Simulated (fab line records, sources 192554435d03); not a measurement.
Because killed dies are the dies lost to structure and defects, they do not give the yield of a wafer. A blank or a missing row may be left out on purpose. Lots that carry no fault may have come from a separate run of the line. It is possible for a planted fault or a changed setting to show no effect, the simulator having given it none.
Split-lot study / flow n5Finfet / on a route of 1938 steps: 7 lots, 39 wafers read

## THE SPLIT ITSELF
At N5_PMOS_HMC_CHANNEL_EPI_EPI_20 (deposits SiGe30, target thk 59 nm), the setting tempC was moved away from the recipe's 600 C on 15 of the 39 wafers read, by -1.1% to -0.4%. The other wafers ran this setting at the recipe's value.

## FROM THE SPLIT TO THE READING: what the file shows between them, 2 steps
- N5_PMOS_HMC_CHANNEL_EPI_HM_STRIP_35: strips SiO2 in dHF, material SiO2, target depth 39.6 nm, time 216 s
- N5_PMOS_HMC_CHANNEL_EPI_SRD_39: time 30 s

## THE READING
SiGe30_of_PMOS_HMC_CHANNEL_EPI_EPI_20.thkNm (the simulator's own value, which no gauge read), in nm, at N5_PMOS_HMC_CHANNEL_EPI_CMP_21 (polishes SiGe30, target thk 54 nm). No usual value for it is given in the file. Average 53.99 nm, standard deviation 0.07 nm, over the 24 wafers here run with the recipe.

wafer=L074.2; tool, chamber at the split=epiRpcvd-01, 0; tempC as run, C=594.1; against the recipe=-1.0%; SiGe30_of_PMOS_HMC_CHANNEL_EPI_EPI_20.thkNm, nm=52.79; against lot-mates on the recipe=-1.16
wafer=L074.3; tool, chamber at the split=epiRpcvd-01, 0; tempC as run, C=594.1; against the recipe=-1.0%; SiGe30_of_PMOS_HMC_CHANNEL_EPI_EPI_20.thkNm, nm=53.39; against lot-mates on the recipe=-0.56
wafer=L074.1; tool, chamber at the split=epiRpcvd-01, 0; tempC as run, C=594.1; against the recipe=-1.0%; SiGe30_of_PMOS_HMC_CHANNEL_EPI_EPI_20.thkNm, nm=52.73; against lot-mates on the recipe=-1.22
wafer=L074.4; tool, chamber at the split=epiRpcvd-01, 0; tempC as run, C=600; against the recipe=recipe; SiGe30_of_PMOS_HMC_CHANNEL_EPI_EPI_20.thkNm, nm=53.96; against lot-mates on the recipe=-
wafer=L074.5; tool, chamber at the split=epiRpcvd-01, 0; tempC as run, C=600; against the recipe=recipe; SiGe30_of_PMOS_HMC_CHANNEL_EPI_EPI_20.thkNm, nm=54.02; against lot-mates on the recipe=-
wafer=L074.6; tool, chamber at the split=epiRpcvd-01, 0; tempC as run, C=600; against the recipe=recipe; SiGe30_of_PMOS_HMC_CHANNEL_EPI_EPI_20.thkNm, nm=53.88; against lot-mates on the recipe=-
wafer=L075.4; tool, chamber at the split=epiRpcvd-04, 0; tempC as run, C=600; against the recipe=recipe; SiGe30_of_PMOS_HMC_CHANNEL_EPI_EPI_20.thkNm, nm=53.89; against lot-mates on the recipe=-
wafer=L075.1; tool, chamber at the split=epiRpcvd-04, 0; tempC as run, C=600; against the recipe=recipe; SiGe30_of_PMOS_HMC_CHANNEL_EPI_EPI_20.thkNm, nm=54.16; against lot-mates on the recipe=-
wafer=L075.3; tool, chamber at the split=epiRpcvd-04, 0; tempC as run, C=600; against the recipe=recipe; SiGe30_of_PMOS_HMC_CHANNEL_EPI_EPI_20.thkNm, nm=54.04; against lot-mates on the recipe=-
wafer=L075.2; tool, chamber at the split=epiRpcvd-04, 0; tempC as run, C=600; against the recipe=recipe; SiGe30_of_PMOS_HMC_CHANNEL_EPI_EPI_20.thkNm, nm=53.96; against lot-mates on the recipe=-
wafer=L075.6; tool, chamber at the split=epiRpcvd-04, 0; tempC as run, C=600; against the recipe=recipe; SiGe30_of_PMOS_HMC_CHANNEL_EPI_EPI_20.thkNm, nm=54.08; against lot-mates on the recipe=-
wafer=L075.5; tool, chamber at the split=epiRpcvd-04, 0; tempC as run, C=600; against the recipe=recipe; SiGe30_of_PMOS_HMC_CHANNEL_EPI_EPI_20.thkNm, nm=53.95; against lot-mates on the recipe=-
wafer=L081.3; tool, chamber at the split=epiRpcvd-01, 0; tempC as run, C=600; against the recipe=recipe; SiGe30_of_PMOS_HMC_CHANNEL_EPI_EPI_20.thkNm, nm=54.01; against lot-mates on the recipe=-
wafer=L081.2; tool, chamber at the split=epiRpcvd-01, 0; tempC as run, C=597.2; against the recipe=-0.5%; SiGe30_of_PMOS_HMC_CHANNEL_EPI_EPI_20.thkNm, nm=53.96; against lot-mates on the recipe=-0.07
wafer=L081.1; tool, chamber at the split=epiRpcvd-01, 0; tempC as run, C=600; against the recipe=recipe; SiGe30_of_PMOS_HMC_CHANNEL_EPI_EPI_20.thkNm, nm=54.04; against lot-mates on the recipe=-
wafer=L081.4; tool, chamber at the split=epiRpcvd-01, 0; tempC as run, C=600; against the recipe=recipe; SiGe30_of_PMOS_HMC_CHANNEL_EPI_EPI_20.thkNm, nm=54.04; against lot-mates on the recipe=-
wafer=L081.5; tool, chamber at the split=epiRpcvd-01, 0; tempC as run, C=597.2; against the recipe=-0.5%; SiGe30_of_PMOS_HMC_CHANNEL_EPI_EPI_20.thkNm, nm=54; against lot-mates on the recipe=-0.03
wafer=L081.6; tool, chamber at the split=epiRpcvd-01, 0; tempC as run, C=597.2; against the recipe=-0.5%; SiGe30_of_PMOS_HMC_CHANNEL_EPI_EPI_20.thkNm, nm=53.92; against lot-mates on the recipe=-0.11
wafer=L083.1; tool, chamber at the split=epiRpcvd-03, 0; tempC as run, C=593.3; against the recipe=-1.1%; SiGe30_of_PMOS_HMC_CHANNEL_EPI_EPI_20.thkNm, nm=50.31; against lot-mates on the recipe=-3.61
wafer=L083.3; tool, chamber at the split=epiRpcvd-03, 0; tempC as run, C=600; against the recipe=recipe; SiGe30_of_PMOS_HMC_CHANNEL_EPI_EPI_20.thkNm, nm=53.98; against lot-mates on the recipe=-
wafer=L083.4; tool, chamber at the split=epiRpcvd-03, 0; tempC as run, C=593.3; against the recipe=-1.1%; SiGe30_of_PMOS_HMC_CHANNEL_EPI_EPI_20.thkNm, nm=51.15; against lot-mates on the recipe=-2.77
wafer=L083.2; tool, chamber at the split=epiRpcvd-03, 0; tempC as run, C=600; against the recipe=recipe; SiGe30_of_PMOS_HMC_CHANNEL_EPI_EPI_20.thkNm, nm=53.93; against lot-mates on the recipe=-
wafer=L083.5; tool, chamber at the split=epiRpcvd-03, 0; tempC as run, C=600; against the recipe=recipe; SiGe30_of_PMOS_HMC_CHANNEL_EPI_EPI_20.thkNm, nm=53.86; against lot-mates on the recipe=-
wafer=L083.6; tool, chamber at the split=epiRpcvd-03, 0; tempC as run, C=593.3; against the recipe=-1.1%; SiGe30_of_PMOS_HMC_CHANNEL_EPI_EPI_20.thkNm, nm=50.7; against lot-mates on the recipe=-3.22
wafer=L086.1; tool, chamber at the split=epiRpcvd-01, 0; tempC as run, C=600; against the recipe=recipe; SiGe30_of_PMOS_HMC_CHANNEL_EPI_EPI_20.thkNm, nm=53.97; against lot-mates on the recipe=-
wafer=L086.3; tool, chamber at the split=epiRpcvd-01, 0; tempC as run, C=593.9; against the recipe=-1.0%; SiGe30_of_PMOS_HMC_CHANNEL_EPI_EPI_20.thkNm, nm=51.56; against lot-mates on the recipe=-2.38
wafer=L086.4; tool, chamber at the split=epiRpcvd-01, 0; tempC as run, C=600; against the recipe=recipe; SiGe30_of_PMOS_HMC_CHANNEL_EPI_EPI_20.thkNm, nm=53.95; against lot-mates on the recipe=-
wafer=L086.2; tool, chamber at the split=epiRpcvd-01, 0; tempC as run, C=593.9; against the recipe=-1.0%; SiGe30_of_PMOS_HMC_CHANNEL_EPI_EPI_20.thkNm, nm=52.21; against lot-mates on the recipe=-1.73
wafer=L086.5; tool, chamber at the split=epiRpcvd-01, 0; tempC as run, C=593.9; against the recipe=-1.0%; SiGe30_of_PMOS_HMC_CHANNEL_EPI_EPI_20.thkNm, nm=52.05; against lot-mates on the recipe=-1.89
wafer=L086.6; tool, chamber at the split=epiRpcvd-01, 0; tempC as run, C=600; against the recipe=recipe; SiGe30_of_PMOS_HMC_CHANNEL_EPI_EPI_20.thkNm, nm=53.89; against lot-mates on the recipe=-
wafer=L090.2; tool, chamber at the split=epiRpcvd-03, 0; tempC as run, C=597.6; against the recipe=-0.4%; SiGe30_of_PMOS_HMC_CHANNEL_EPI_EPI_20.thkNm, nm=54.03; against lot-mates on the recipe=-0.01
wafer=L090.4; tool, chamber at the split=epiRpcvd-03, 0; tempC as run, C=600; against the recipe=recipe; SiGe30_of_PMOS_HMC_CHANNEL_EPI_EPI_20.thkNm, nm=54; against lot-mates on the recipe=-
wafer=L090.3; tool, chamber at the split=epiRpcvd-03, 0; tempC as run, C=597.6; against the recipe=-0.4%; SiGe30_of_PMOS_HMC_CHANNEL_EPI_EPI_20.thkNm, nm=54; against lot-mates on the recipe=-0.04
wafer=L090.1; tool, chamber at the split=epiRpcvd-03, 0; tempC as run, C=600; against the recipe=recipe; SiGe30_of_PMOS_HMC_CHANNEL_EPI_EPI_20.thkNm, nm=54.08; against lot-mates on the recipe=-
wafer=L090.5; tool, chamber at the split=epiRpcvd-03, 0; tempC as run, C=600; against the recipe=recipe; SiGe30_of_PMOS_HMC_CHANNEL_EPI_EPI_20.thkNm, nm=54.04; against lot-mates on the recipe=-
wafer=L090.6; tool, chamber at the split=epiRpcvd-03, 0; tempC as run, C=597.6; against the recipe=-0.4%; SiGe30_of_PMOS_HMC_CHANNEL_EPI_EPI_20.thkNm, nm=53.99; against lot-mates on the recipe=-0.05
wafer=L093.4; tool, chamber at the split=epiRpcvd-03, 0; tempC as run, C=600; against the recipe=recipe; SiGe30_of_PMOS_HMC_CHANNEL_EPI_EPI_20.thkNm, nm=54; against lot-mates on the recipe=-
wafer=L093.2; tool, chamber at the split=epiRpcvd-03, 0; tempC as run, C=600; against the recipe=recipe; SiGe30_of_PMOS_HMC_CHANNEL_EPI_EPI_20.thkNm, nm=54.03; against lot-mates on the recipe=-
wafer=L093.5; tool, chamber at the split=epiRpcvd-03, 0; tempC as run, C=600; against the recipe=recipe; SiGe30_of_PMOS_HMC_CHANNEL_EPI_EPI_20.thkNm, nm=53.99; against lot-mates on the recipe=-

FIT RESULTS
A straight line over all 39 wafers: SiGe30_of_PMOS_HMC_CHANNEL_EPI_EPI_20.thkNm changes by +2 nm for each +1% of tempC; r = +0.85; the points scatter about the line by 0.54 nm.
The same after taking each lot's own level away (the mean of its wafers on the recipe; 39 wafers): +1.95 nm for each +1%; r = +0.86; scatter 0.52 nm.
On that fit, the largest move of tempC shifts the reading by 2.2 nm.
From 53.923 to 54.040 nm: that is the span of the lots' own levels, equal to 1.7 times the standard deviation above.
The two slopes are in agreement: the lot-to-lot level therefore moves the slope only a little.
Check: for one of the wafers moved furthest among these (-1.1%), held out of the fit, the line's prediction against its lot-mates is -1.86 nm. Against them it came out at -3.61 nm.

## THE WHOLE CHAIN: every reading that the file lists as answering this split, in the file's order
step=N5_PMOS_HMC_CHANNEL_EPI_EPI_20; what it does=deposits SiGe30, target thk 59 nm; reading=SiGe30_of_PMOS_HMC_CHANNEL_EPI_EPI_20.thkNm (the simulator's own value, which no gauge read); change (the file's fit)=+5.86 nm for each +1% of the setting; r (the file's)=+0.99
step=N5_PMOS_HMC_CHANNEL_EPI_CMP_21; what it does=polishes SiGe30, target thk 54 nm; reading=SiGe30_of_PMOS_HMC_CHANNEL_EPI_EPI_20.thkNm (the simulator's own value, which no gauge read); change (the file's fit)=+1.83 nm for each +1% of the setting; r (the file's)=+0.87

## THE FILE'S OWN FIT
SiGe30_of_PMOS_HMC_CHANNEL_EPI_EPI_20.thkNm changes by +1.83 nm for each +1% of tempC, r = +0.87.
